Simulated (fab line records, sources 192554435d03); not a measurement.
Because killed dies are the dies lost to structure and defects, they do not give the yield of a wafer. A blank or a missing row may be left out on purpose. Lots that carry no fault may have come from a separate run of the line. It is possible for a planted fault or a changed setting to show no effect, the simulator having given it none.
fab line records -- flow n5Finfet
record: lots: 5, wafers: 13, lastDay: 18
route steps=1938 shown FIN_SAQP@134 FIN_CUT@154 STI_FIN_REVEAL@196 BEOL_M4@1111
lots with no fault: from the same line, run without faults
startH: hours from the record's opening day to when the first of the lot's shown wafers began -- waitH: hours from the lot's prior step to this one -- " unchanged from the row above -- L1.1+2: a single row standing in for several wafers -- - value missing, or start not given -- * or withheld: withheld -- < > ~ a bound
route shown NAME@n: NAME is a module with steps in the file, n the number in the route of the first one -- usual: the fault-free wafers' mean and standard deviation -- same: alike in all rows -- chamber/n: place in a boat -- sites: the reading at each site -- _std_site: how widely they spread, as a standard deviation -- _edge_site: mean of outer sites minus mean of inner sites -- radiusMm: for every site, how far away it sits from the centre of the wafer -- mask NAME#n: copy n -- behind: the most recent tool/chamber to have shaped the wafer -- hold: why the lot was held/for how many hours/how that ended -- device: transistor that didn't switch, given as n, p or np -- end of line: tests run on the same wafers once the route is complete -- where a step has no rows: the recipe by itself -- killed: at the first sort, the dies lost to defects and structure; wafer yield is something else -- map: a wafer's dies, marking killed ones x, the rest . and places with no die _
set.NAME: the setting as run; set.NAME@STEP: as run at that earlier step -- model.NAME: the simulator's own value behind a step, which no gauge read
lots at some steps of the route; a table a step, a row a wafer
services: the hour from which a tool's chamber was out of use, counted from the record's first day as startH (under 0 if before that day), plus the number of hours and why
== steps ==
step: N5_FIN_SAQP_ETCH_69
recipe: chemistry: N2/H2, target: SOC, targetDepthA: 1500, stopOn: SiNx, ionEnergyEv: 100, biasW: 61, pressureMtorr: 30, sourceW: 850, n2FlowSccm: 200, h2FlowSccm: 200
step: N5_FIN_SAQP_ETCH_67
recipe: chemistry: CH3F/O2, target: SiNx, targetDepthA: 300, maskMaterial: SOC, pressureMtorr: 30, sourceW: 395, biasW: 73, Ar_flow_sccm: 150, CH3F_flow_sccm: 30, O2_flow_sccm: 20, ionEnergyEv: 120
step: N5_FIN_SAQP_STRIP_70
recipe: chemistry: N2/H2, powerW: 500, tempC: 40, pressureMtorr: 50, rfFrequencyHz: 6e+07, overashFraction: 0.3, biasPowerW: 28, h2Frac: 0.5, n2FlowSccm: 300, h2FlowSccm: 300
step: N5_FIN_SAQP_RECESS_71
recipe: chemistry: HF/NH3, target: SiO2, targetDepthA: 30, afsCycles: 1, tempC: 30, sublimationTempC: 180, sublimationTimeS: 60
step: N5_FIN_SAQP_SPACER2_ALD_28
recipe: material: SiO2, targetThkA: 81, tempC: 300, aldPrecursorFamily: BDEAS, aldCoReactant: O2-plasma, pulseTimeS: 1, purgeTimeS: 2, coReactantPurgeTimeS: 2, pressureTorr: 2
step: N5_FIN_SAQP_SPACER2_ETCHBACK_29
recipe: chemistry: CHF3/O2, mode: anisotropicEtchback, target: SiO2, targetDepthA: 122, timeS: 6.1, pressureMtorr: 30, sourceW: 650, biasW: 170, Ar_flow_sccm: 200, CHF3_flow_sccm: 50, O2_flow_sccm: 5, ionEnergyEv: 200
step: N5_FIN_SAQP_MANDREL2_REMOVE_60
recipe: chemistry: HBr/Cl2/O2, btTimeS: 10, target: a-Si, stopOn: SiNx, endpoint: OES-SiCl, overEtchFrac: 1, icpW: 600, biasW: 22, HBr_flow_sccm: 150, Cl2_flow_sccm: 80, O2_flow_sccm: 5, pressureMtorr: 10
step: N5_FIN_SAQP_HM_OPEN_33
recipe: chemistry: CH3F/O2, target: SiNx, maskMaterial: SiO2, targetDepthA: 494, timeS: 70.6, pressureMtorr: 30, sourceW: 395, biasW: 73, Ar_flow_sccm: 150, CH3F_flow_sccm: 30, O2_flow_sccm: 20, ionEnergyEv: 120, ends: cleared
step: N5_FIN_SAQP_ETCH_34
recipe: chemistry: C4F6/O2, target: SiO2, targetDepthA: 450, timeS: 15, ionEnergyEv: 250, pressureMtorr: 30, sourceW: 345, biasW: 185, Ar_flow_sccm: 300, C4F6_flow_sccm: 10, O2_flow_sccm: 10, ends: cleared
step: N5_FIN_SAQP_STRIP_77
recipe: chemistry: N2/H2, timeS: 90, powerW: 100, tempC: 40, pressureMtorr: 100, rfFrequencyHz: 6e+07, biasPowerW: 3, n2FlowSccm: 300, h2FlowSccm: 300
step: N5_FIN_SAQP_ETCH_64
recipe: chemistry: CF4, target: SiO2, targetDepthA: 15, ionEnergyEv: 350, pressureMtorr: 10, icpW: 800, biasW: 400, cf4FlowSccm: 80
usual: drypumpMotorCurrentA: 5.8/0.42, heBacksideLeakSccm: 2.83/0.26, oesProductAu: 0.997/0.018, rfFwdPowerW: 783/3.6, throttleValvePct: 21.83/0.15
lot.wafer,tool,chamber,startH,waitH,drypumpMotorCurrentA,heBacksideLeakSccm,oesProductAu,rfFwdPowerW,rfHoursCounterH,throttleValvePct,model.SiNx_of_FIN_SAQP_HM_DEP_03.thkNm,model.etch.depthNm
L662.1,rieSi-06,0,32.61,0.0,6.6,2.82,0.990,784,128,21.83,32.4,1.497
L662.2,rieSi-06,1,32.61,0.0,5.9,3.09,1.024,782,88,21.46,32.6,1.494
L662.4,rieSi-06,2,32.61,0.0,5.4,2.21,0.985,783,4,21.68,32.8,1.52
L674.1,rieSi-06,1,104.51,0.0,5.9,3.09,1.020,787,90,21.46,32.4,1.498
L674.2,rieSi-06,2,104.51,0.0,5.4,2.36,1.319,785,5,21.80,32,2.332
L676.1,rieSi-06,1,117.74,0.0,5.9,3.20,1.021,783,90,21.48,32.8,1.48
L676.2,rieSi-06,2,117.74,0.0,5.4,2.27,1.314,782,6,21.79,31.6,2.316
L678.3,rieSi-06,1,127.55,0.0,5.9,3.30,1.013,782,90,21.49,32.8,1.48
L678.5,rieSi-06,3,127.55,0.0,5.2,2.92,1.280,781,-,22.16,33,2.278
L678.6,rieSi-06,2,127.55,0.0,5.4,2.43,0.982,785,-,21.67,33.2,1.502
L683.2,rieSi-03,1,159.18,0.0,6.1,3.16,1.027,783,68,21.87,32.2,1.49
L683.3,rieSi-03,0,159.18,0.0,6.3,2.93,1.004,787,109,22.07,32.6,1.53
L683.4,rieSi-03,3,159.18,0.0,5.2,2.48,1.000,785,8,21.69,33,1.501
step: N5_FIN_SAQP_FIN_ETCH_36
recipe: chemistry: HBr/Cl2/O2, targetDepthA: 1200, maskMaterial: SiNx, timeS: 50.4, biasW: 102, pressureMtorr: 10, icpW: 800, HBr_flow_sccm: 150, Cl2_flow_sccm: 80, O2_flow_sccm: 12
step: N5_FIN_SAQP_PRECLEAN_38
recipe: chemistry: O3/DIW, timeS: 45, tempC: 22, o3Ppm: 10
step: N5_FIN_SAQP_PRECLEAN_45
recipe: chemistry: dHF, timeS: 10, dilution: 500:1, tempC: 25
step: N5_FIN_SAQP_SRD_39
recipe: dry: ipaMarangoni, timeS: 30, tempC: 23, rinseLiquid: diw
step: N5_FIN_CUT_COAT_18
recipe: resist: SOC, tempC: 250, timeS: 60, spinRpm: 1500, resistThkNm: 230
step: N5_FIN_CUT_COAT_19
recipe: resist: SiARC, tempC: 220, timeS: 60, spinRpm: 1500, resistThkNm: 20
step: N5_FIN_CUT_COAT_29
recipe: resist: underlayer, tempC: 205, timeS: 60, spinRpm: 1500, resistThkNm: 10
step: N5_FIN_CUT_COAT_02
recipe: resist: CAR-EUV, spinRpm: 1500, resistThkNm: 30
step: N5_FIN_CUT_EBR_04
recipe: solvent: PGMEA, ebrWidthMm: 1.5
step: N5_FIN_CUT_SOFTBAKE_03
recipe: tempC: 110, timeS: 60, resist: CAR-EUV
step: N5_FIN_CUT_EXPOSE_05
recipe: maskId: FIN_CUT, na: 0.33, sourceShape: annular, sigmaInner: 0.35, sigmaOuter: 0.8, polarization: unpolarized, doseMj: 45.75
step: N5_FIN_CUT_PEB_06
recipe: pebTempC: 100, pebTimeS: 60, resist: CAR-EUV
step: N5_FIN_CUT_DEVELOP_07
recipe: developTimeS: 30, developer: TMAH, resist: CAR-EUV, rinseLiquid: surfactantRinse, dry: airSpin, devTempC: 23
step: N5_FIN_CUT_DESCUM_13
recipe: chemistry: O2, timeS: 7, sourcePowerW: 50, biasPowerW: 20, pressureMtorr: 20, rfFrequencyHz: 2.712e+07, tempC: 40, resist: CAR-EUV, o2FlowSccm: 225
step: N5_FIN_CUT_ETCH_30
recipe: chemistry: N2/H2, target: underlayer, targetDepthA: 130, maskMaterial: CAR-EUV, timeS: 10.4, ionEnergyEv: 200, pressureMtorr: 30, sourceW: 840, biasW: 150, n2FlowSccm: 200, h2FlowSccm: 200, ends: cleared
step: N5_FIN_CUT_ETCH_20
recipe: chemistry: CF4, target: SiARC, targetDepthA: 260, maskMaterial: CAR-EUV, timeS: 43.3, ionEnergyEv: 80, pressureMtorr: 40, sourceW: 545, biasW: 36, Ar_flow_sccm: 100, cf4FlowSccm: 100, ends: cleared
step: N5_FIN_CUT_ETCH_21
recipe: chemistry: N2/H2, target: SOC, targetDepthA: 2190, overetchA: 438, maskMaterial: SiARC, tempC: 40, ionEnergyEv: 100, biasW: 61, timeS: 523.5, pressureMtorr: 30, sourceW: 850, n2FlowSccm: 200, h2FlowSccm: 200
step: N5_FIN_CUT_STRIP_23
recipe: chemistry: N2/H2, tempC: 40, n2FlowSccm: 200, h2FlowSccm: 200, rfFrequencyHz: 6e+07
step: N5_FIN_CUT_STRIP_31
recipe: chemistry: N2/H2, tempC: 40, n2FlowSccm: 200, h2FlowSccm: 200, rfFrequencyHz: 6e+07
step: N5_FIN_CUT_STRIP_24
recipe: chemistry: CF4, resist: SiARC, powerW: 300, biasPowerW: 75, pressureMtorr: 50, cf4FlowSccm: 150, rfFrequencyHz: 6e+07
step: N5_FIN_CUT_CUT_ETCH_26
recipe: chemistry: CH3F/O2, target: SiNx, targetDepthA: 390, maskMaterial: SOC, timeS: 55.7, pressureMtorr: 30, sourceW: 395, biasW: 73, Ar_flow_sccm: 150, CH3F_flow_sccm: 30, O2_flow_sccm: 20, ionEnergyEv: 120
step: N5_FIN_CUT_CUT_ETCH_27
recipe: chemistry: CHF3/O2, target: SiO2, targetDepthA: 40, maskMaterial: SOC, overetchA: 20, timeS: 4.9, pressureMtorr: 30, sourceW: 650, biasW: 170, Ar_flow_sccm: 200, CHF3_flow_sccm: 50, O2_flow_sccm: 5, ionEnergyEv: 200
step: N5_FIN_CUT_PRECLEAN_35
recipe: timeS: 13.3, tempC: 45, pressureTorr: 125, pHfTorr: 3, pCoreactantTorr: 25, chemistry: vHF
step: N5_STI_FIN_REVEAL_RECESS_09
recipe: chemistry: HF/NH3, target: SiO2, afsCycles: 11, targetDepthA: 425, tempC: 30, sublimationTempC: 180, sublimationTimeS: 60
usual: drypumpMotorCurrentA: 5.4/0.36
lot.wafer,tool,chamber,startH,waitH,drypumpMotorCurrentA,model.SiNx_of_FIN_SAQP_HM_DEP_03.thkNm
L662.1,vaporEtch-02,1,40.85,0.0,6.0,18.4
L662.2,vaporEtch-02,0,40.85,0.0,5.3,18.4
L662.4,vaporEtch-02,0,40.85,0.0,5.2,18.2
L674.1,vaporEtch-01,0,112.64,0.0,5.1,18.2
L674.2,vaporEtch-01,1,112.64,0.0,5.1,17.4
L676.1,vaporEtch-01,1,125.34,0.0,5.1,18.6
L676.2,vaporEtch-01,0,125.34,0.0,5.1,17
L678.3,vaporEtch-01,1,135.76,0.6,5.1,18.4
L678.5,vaporEtch-01,0,135.76,0.6,5.1,18.4
L678.6,vaporEtch-01,1,135.76,0.6,5.1,18.6
L683.2,vaporEtch-02,0,172.74,0.0,5.3,18
L683.3,vaporEtch-02,1,172.74,0.0,6.0,18
L683.4,vaporEtch-02,0,172.74,0.0,5.3,18.8
step: N5_BEOL_M4_RC_MEAS_101
usual: DIBL_N: 36.1/1.3, DIBL_P: 36.1/1.7, IOFF_N: 0.154/0.022, IOFF_P: 0.201/0.024, ION_N: 675/8.9, ION_P: 462/5.9, SS_N: 71.5/0.49, SS_P: 73.3/0.58, VT_N: 250.0/2.7, VT_P: -251.3/2.7
lot.wafer,tool,chamber,startH,waitH,DIBL_N[mV/V],DIBL_P[mV/V],IOFF_N[nA/um],IOFF_P[nA/um],ION_N[uA/um],ION_P[uA/um],SS_N[mV/dec],SS_P[mV/dec],VT_N[mV],VT_P[mV]
L662.1,prober-02,0,169.76,0.0,35.1,35.5,0.153,0.191,684,458,72.4,73.8,250.7,-254.4
L662.2,prober-02,0,169.76,0.0,35.4,35.5,0.154,0.198,680,464,71.7,72.9,249.4,-253.2
L662.4,prober-02,0,169.76,0.0,34.4,34.2,0.135,0.179,664,452,71.8,73.6,252.4,-255.0
L674.1,prober-01,0,256.29,0.0,35.1,35.0,0.157,0.187,680,456,71.3,73.0,247.9,-253.6
L674.2,prober-01,0,256.29,0.0,32.8,32.3,0.116,0.156,667,459,70.3,72.2,255.8,-256.1
L676.1,prober-02,0,267.39,0.0,35.4,35.6,0.134,0.199,665,459,71.2,72.7,252.3,-250.5
L676.2,prober-02,0,267.39,0.0,37.0,37.4,0.159,0.220,676,469,70.5,72.9,251.2,-248.5
L678.3,prober-02,0,288.12,0.3,34.6,34.8,0.126,0.186,664,462,70.6,72.4,253.7,-249.7
L678.5,prober-02,0,288.12,0.3,35.6,36.0,0.144,0.200,666,464,71.0,73.3,252.0,-249.4
L678.6,prober-02,0,288.12,0.3,37.4,38.8,0.182,0.242,688,468,71.3,73.9,248.0,-248.0
L683.2,prober-02,0,319.63,0.2,36.8,37.9,0.169,0.246,676,468,71.5,73.4,249.1,-245.1
L683.3,prober-02,0,319.63,0.2,36.7,37.0,0.156,0.218,673,466,72.0,73.1,247.2,-247.4
L683.4,prober-02,0,319.63,0.2,37.7,38.4,0.179,0.248,690,475,71.6,74.0,244.3,-248.4
== services ==
tool,chamber,startH,hours,kind
rieSi-06,2,83.81,8.7,repair
vaporEtch-01,-,111.08,0.7,repair
rieSi-03,0,111.40,7.7,repair
rieSi-06,-,122.79,0.4,repair
rieSi-03,3,124.96,6.3,repair
rieSi-03,2,136.06,10.6,repair
vaporEtch-01,-,157.57,0.3,repair
== key ==
firstSign: step: N5_FIN_SAQP_ETCH_64, reading: oesProductAu, direction: up, sigmas: 17, usual: 0.997, struck: 1.305
effect none on later readings
modelEffect: step: N5_FIN_SAQP_ETCH_64, value: SiNx_of_FIN_SAQP_HM_DEP_03.thkNm, without: 33.27, struck: 32.2
modelEffect: step: N5_STI_FIN_REVEAL_RECESS_09, value: SiNx_of_FIN_SAQP_HM_DEP_03.thkNm, without: 18.6, struck: 17.6
metAt N5_FIN_SAQP_ETCH_64
struckWafers L674.2,L676.2,L678.5
onsetBetween 32.61 104.51
fault: kind: processParameterDrift, tool: rieSi-06, chamber: -, onsetH: 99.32, steps: N5_FIN_SAQP_ETCH_64, channel: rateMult, offset: 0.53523, shape: step, endH: 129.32, scope: struckWafersOnly
